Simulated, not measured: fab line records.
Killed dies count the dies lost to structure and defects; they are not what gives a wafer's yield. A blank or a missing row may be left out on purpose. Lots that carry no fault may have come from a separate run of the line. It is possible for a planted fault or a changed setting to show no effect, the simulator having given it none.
Matching of chambers -- flow n5 finfet -- rie diel-04 running N5_BEOL_M3_DESCUM_16: 4 sister chambers
The step chemistry O2, time 7 s. 4 wafers are shown with their chamber, then 8 later ones without.

== WAFERS, EACH WITH ITS CHAMBER ==
wafer,chamber,showerhead plenum p Torr (Torr)
L077.6,0,1.94
L083.5,2,2.17
L083.6,3,2.06
L085.1,1,2.08

== WAFERS WITH NO CHAMBER GIVEN ==
wafer,showerhead plenum p Torr (Torr)
L085.4,2.17
L085.5,2.05
L090.1,2.05
L090.2,2.17
L090.3,2.08
L092.1,2.08
L092.4,2.16
L092.5,2.05

== THE CHAMBER EACH PASSED THROUGH ==
wafer,from the rows above,in truth
L085.4,2,2
L085.5,3,3
L090.1,3,3
L090.2,2,2
L090.3,1,1
L092.1,1,1
L092.4,2,2
L092.5,3,3
Correct placement for 8 of the 8. From these rows, 0 cannot be placed. Placed wrongly: 0.
How it was worked out, from the rows above alone: a wafer's distance from a chamber is the root of the sum, over the readings, of the square of ((its reading less the chamber's mean) divided by the reading's scatter). If the next closest chamber is less than 2 further off than the closest, the wafer can't be placed; otherwise it belongs to the closest. For every chamber, the mean is computed from those of its wafers that are shown. The scatter: with one shown wafer a chamber, the root of the mean of the squares of how far each hidden wafer lies from its nearest shown one.
